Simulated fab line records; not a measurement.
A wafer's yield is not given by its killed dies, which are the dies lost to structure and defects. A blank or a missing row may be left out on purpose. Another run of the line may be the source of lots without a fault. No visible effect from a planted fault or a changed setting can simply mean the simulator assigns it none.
Lot-split experiment | flow n5 finfet | route with 1938 steps; 7 lots, 21 wafers read

## ON THE SPLIT
At N5_BEOL_M5_TRENCH_ETCH_37 (etches SiCOH lowk in C4F6/O2, target depth 71.652 nm, time 24.7 s), the setting time s was moved away from the recipe's 24.7 s on 3 of the 21 wafers read, by -12.7% to -10.1%. For the rest of the wafers, this setting stayed at what the recipe calls for.

## FROM THE SPLIT TO THE READING: what the file shows between them, 13 steps
- N5_BEOL_M5_ETCH_41: etches SiCN in CH3F/O2, target depth 31.5 nm, time 56.7 s
- N5_BEOL_M5_STRIP_91: strips in N2/H2, time 10 s
- N5_BEOL_M5_OCD_MEAS_38
- N5_BEOL_M5_HM_STRIP_39: strips TiN in peroxide tin strip, target depth 25 nm, time 158 s
- N5_BEOL_M5_SRD_40: time 30 s
- N5_BEOL_M5_ECD_50: material Cu, target thk 300 nm
- N5_BEOL_M5_ANNEAL_51: time 90 s
- N5_BEOL_M5_CMP_52: polishes, stops on SiCOH lowk, t overpolish 6.9 s, target thk 62 nm
- N5_BEOL_M5_THK_MEAS_53: measures by xrf
- N5_BEOL_M5_PRE_CLEAN_77: time 15 s
- N5_BEOL_M5_CO_CAP_78: material Co, precursor CCTBA/H2, target thk 2 nm, time 102.1 s
- N5_BEOL_M5_PRE_CLEAN_55: time 15 s
- N5_BEOL_M5_DEP_56: deposits SiCN from 3MS/NH3, target thk 8 nm, time 14 s

## THE READING
M5_RS (ohm/sq), read at N5_BEOL_M5_RS_MEAS_57 with a four-point probe. Fault-free wafers of this fab line usually give 0.393 ohm/sq, standard deviation 0.013 ohm/sq.

wafer  | tool, chamber at the split | time s as run, s | against the recipe | M5_RS, ohm/sq | against lot-mates on the recipe
L078.2 | rie diel-01, 1             | 24.7             | recipe             | 0.396         | -
L078.3 | rie diel-01, 0             | 24.7             | recipe             | 0.401         | -
L078.5 | rie diel-01, 3             | 24.7             | recipe             | 0.384         | -
L080.4 | rie diel-01, 0             | 24.7             | recipe             | 0.384         | -
L080.5 | rie diel-01, 1             | 24.7             | recipe             | 0.389         | -
L080.6 | rie diel-01, 0             | 24.7             | recipe             | 0.395         | -
L076.1 | rie diel-05, 1             | 21.57            | -12.7%             | 0.474         | +0.081
L076.3 | rie diel-05, 2             | 24.7             | recipe             | 0.396         | -
L076.4 | rie diel-05, 3             | 24.7             | recipe             | 0.390         | -
L091.1 | rie diel-01, 1             | 24.7             | recipe             | 0.375         | -
L091.3 | rie diel-01, 2             | 24.7             | recipe             | 0.371         | -
L091.4 | rie diel-01, 2             | 24.7             | recipe             | 0.389         | -
L090.3 | rie diel-05, 1             | 24.7             | recipe             | 0.375         | -
L090.4 | rie diel-05, 0             | 24.7             | recipe             | 0.395         | -
L090.5 | rie diel-05, 1             | 24.7             | recipe             | 0.391         | -
L093.4 | rie diel-04, 1             | 22.2             | -10.1%             | 0.433         | +0.030
L093.5 | rie diel-04, 3             | 24.7             | recipe             | 0.403         | -
L093.6 | rie diel-04, 2             | 22.2             | -10.1%             | 0.461         | +0.058
L095.1 | rie diel-04, 3             | 24.7             | recipe             | 0.414         | -
L095.4 | rie diel-04, 2             | 24.7             | recipe             | 0.391         | -
L095.5 | rie diel-04, 2             | 24.7             | recipe             | 0.383         | -

FIT RESULTS
A straight line over all 21 wafers: M5_RS changes by -0.00607 ohm/sq for each +1% of time s; r = -0.91; the points scatter about the line by 0.011 ohm/sq.
The same after taking each lot's own level away (the mean of its wafers on the recipe; 21 wafers): -0.00526 ohm/sq for each +1%; r = -0.91; scatter 0.01 ohm/sq.
Per that fit: largest time s move, reading shift of 0.067 ohm/sq.
The span of the lots' own levels, 0.3783 to 0.4030 ohm/sq, comes to 1.9 times the standard deviation stated above.
In other words, the slope is changed by the lot-to-lot level; the two fits disagree.
Check: for one of the wafers moved furthest among these (-12.7%), held out of the fit, the line's prediction against its lot-mates is +0.0551 ohm/sq. Against them it came out at +0.081 ohm/sq.

## THE WHOLE CHAIN: every reading that the file lists as answering this split, in the file's order
step                      | what it does                                                        | reading                                                                      | change (the file's fit)               | r (the file's)
N5_BEOL_M5_TRENCH_ETCH_37 | etches SiCOH lowk in C4F6/O2, target depth 71.652 nm, time 24.7 s   | BEOL_M5.feature depth nm (the simulator's own value, which no gauge read)    | +0.614 nm for each +1% of the setting | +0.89
N5_BEOL_M5_TRENCH_ETCH_37 | etches SiCOH lowk in C4F6/O2, target depth 71.652 nm, time 24.7 s   | etch.depth nm (the simulator's own value, which no gauge read)               | +0.61 nm for each +1% of the setting  | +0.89
N5_BEOL_M5_OCD_MEAS_38    |                                                                     | trench depth nm                                                              | +0.637 nm for each +1% of the setting | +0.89
N5_BEOL_M5_CMP_52         | polishes, stops on SiCOH lowk, t overpolish 6.9 s, target thk 62 nm | Cu_of_BEOL_M5_ECD_50.thk nm (the simulator's own value, which no gauge read) | +0.604 nm for each +1% of the setting | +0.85
N5_BEOL_M5_THK_MEAS_53    | measures by xrf                                                     | M5_THK                                                                       | +0.595 for each +1% of the setting    | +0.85
N5_BEOL_M5_RS_MEAS_57     | measures by four-point-probe                                        | M5_RS                                                                        | -0.00562 for each +1% of the setting  | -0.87

## THE FILE'S OWN FIT
M5_RS changes by -0.00562 ohm/sq for each +1% of time s, r = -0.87.
